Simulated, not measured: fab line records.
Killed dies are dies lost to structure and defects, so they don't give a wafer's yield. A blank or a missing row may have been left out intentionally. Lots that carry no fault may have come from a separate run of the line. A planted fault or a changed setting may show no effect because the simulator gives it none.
Which of the tools did it? | flow nand-harc | 11 lots with 33 wafers sampled at 5 steps, on a route of 1159 steps

WHAT THE GAUGES READ, wafer by wafer
NHARC_END_SORT_01.
lot  | measured     | on        | killed-at-array
L714 | day 23 19:23 | prober-01 | 59 128 41

EACH LOT AND THE TOOL THAT RAN IT (in order: tool; ch and the chambers of the sampled wafers; start)
lot  | NHARC_A_SGD_CUT_ETCH_58            | NHARC_A_M1_PRE_CLEAN_30                 | NHARC_A_M1_DEP_33               | NHARC_A_BONDPAD_PVD_17
L698 | rie-diel-09 ch 0,1,2, day 13 22:54 | pvd-sputter-01, day 17 23:45 or earlier | pecvd-01 ch 0,2, day 17 23:45   | pvd-sputter-01, no start
L700 | rie-diel-09 ch 1,2, day 14 14:17   | pvd-sputter-02, day 18 10:34 or earlier | pecvd-04 ch 0,1, day 18 10:34   | pvd-sputter-03, no start
L701 | rie-diel-08 ch 0,2,3, day 14 15:12 | pvd-sputter-01, day 18 15:42 or earlier | pecvd-02 ch 1,2, day 18 15:42   | pvd-sputter-01, no start
L699 | rie-diel-09 ch 0,1, day 14 15:31   | pvd-sputter-01, day 18 10:14 or earlier | pecvd-04 ch 0,1,2, day 18 10:14 | pvd-sputter-02, no start
L703 | rie-diel-10 ch 0,2,3, day 14 16:50 | pvd-sputter-01, day 18 14:19 or earlier | pecvd-02 ch 0,1, day 18 14:19   | pvd-sputter-02, no start
L702 | rie-diel-08 ch 0,1, day 14 17:07   | pvd-sputter-02, day 18 05:20 or earlier | pecvd-02 ch 0,1, day 18 05:20   | pvd-sputter-03, no start
L704 | rie-diel-10 ch 0,1,3, day 14 18:18 | pvd-sputter-01, day 18 11:32 or earlier | pecvd-04 ch 0,2, day 18 11:32   | pvd-sputter-03, no start
L714 | rie-diel-08 ch 0,1,3, day 17 23:29 | pvd-sputter-03, day 22 01:01 or earlier | pecvd-02 ch 0,1, day 22 01:01   | pvd-sputter-03, day 23 19:23 or earlier
L719 | rie-diel-09 ch 0,1, day 18 10:23   | pvd-sputter-02, day 22 15:14 or earlier | pecvd-01 ch 0,1, day 22 15:14   | pvd-sputter-02, no start
L718 | rie-diel-10 ch 0,1,3, day 18 11:51 | pvd-sputter-03, day 22 18:25 or earlier | pecvd-04 ch 0,1,2, day 22 18:25 | pvd-sputter-03, no start
L721 | rie-diel-10 ch 1,2, day 19 20:57   | pvd-sputter-03, day 23 18:13 or earlier | pecvd-01 ch 0,1,2, day 23 18:13 | pvd-sputter-02, no start
- NHARC_A_SGD_CUT_ETCH_58: etches the open film in CF4, target depth 39 nm, time 65 s.
- NHARC_A_M1_PRE_CLEAN_30: time 30 s.
- NHARC_A_M1_DEP_33: deposits SiCN, target thk 30 nm.
- NHARC_A_BONDPAD_PVD_17: deposits TaN, target thk 5 nm, time 8.06 s.

THE ANSWER, worked out from the rows above alone
Rule: the lots themselves supply what counts as usual. The widest of any qualifying gaps counts: lots, ordered by their means at a reading, are off when they make up no more than a third of the lots, leave a main group of 4 or more, and stand apart from it by 3 or more times the standard deviation of that group's means. If all means in a main group match to the digits the tables above print for the reading, that group is not used. A lot without any number at a reading at which 4 lots or more have one is off too. All remaining lots with rows at the step are treated as sound.
No lot is off on any of the readings shown, so nothing can be concluded from this.

WHAT THE SIMULATOR HAD INSERTED
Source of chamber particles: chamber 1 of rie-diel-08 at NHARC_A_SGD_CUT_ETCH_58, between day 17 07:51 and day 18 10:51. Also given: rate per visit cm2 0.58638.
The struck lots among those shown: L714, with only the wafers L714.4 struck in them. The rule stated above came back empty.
